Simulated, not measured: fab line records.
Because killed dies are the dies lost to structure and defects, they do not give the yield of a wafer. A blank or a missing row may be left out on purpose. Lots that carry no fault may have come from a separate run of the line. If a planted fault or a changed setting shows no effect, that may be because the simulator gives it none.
Chamber matching	flow n5Finfet	N5_BEOL_M0_CO_CAP_123 on cvdCo-02 has 3 sister chambers
The step material Co, precursor CCTBA/H2, target thk 2 nm, time 102.1 s. 6 wafers are shown with their chamber, then 12 later ones without.

== EACH WAFER AND ITS CHAMBER ==
wafer	chamber	heaterPowerW (W)
L091.1	1	274
L093.3	0	260
L093.4	2	253
L094.4	1	276
L094.5	0	250
L094.6	2	260

== WAFERS WITH NO CHAMBER GIVEN ==
wafer	heaterPowerW (W)
L095.1	253
L095.3	264
L095.5	269
L096.1	252
L096.2	270
L096.3	255
L096.4	265
L096.5	248
L096.6	272
L097.3	274
L097.4	267
L097.5	253

== WHICH CHAMBER EACH ONE RAN IN ==
wafer	from the rows above	in truth
L095.1	can't be placed: 0 or 2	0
L095.3	can't be placed: 2 or 0 or 1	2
L095.5	can't be placed: 1 or 2 or 0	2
L096.1	can't be placed: 0 or 2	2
L096.2	can't be placed: 1 or 2 or 0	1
L096.3	can't be placed: 0 or 2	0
L096.4	can't be placed: 2 or 0 or 1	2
L096.5	can't be placed: 0 or 2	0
L096.6	1	1
L097.3	1	1
L097.4	can't be placed: 1 or 2 or 0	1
L097.5	can't be placed: 0 or 2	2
Placed correctly: 2 of 12. Not placeable from these rows: 10 (in 10, the candidates include the true chamber). Number placed wrongly: 0.
How it was worked out, from the rows above alone: a wafer's distance from a chamber is the root of the sum, over the readings, of the square of ((its reading less the chamber's mean) divided by the reading's scatter). If the next closest chamber is less than 2 further off than the closest, the wafer can't be placed; otherwise it belongs to the closest. For every chamber, the mean is computed from those of its wafers that are shown. How the scatter is found: for the shown wafers, subtract from each reading the mean of its chamber, square and add these, divide the total by (wafers less chambers), then take the root.
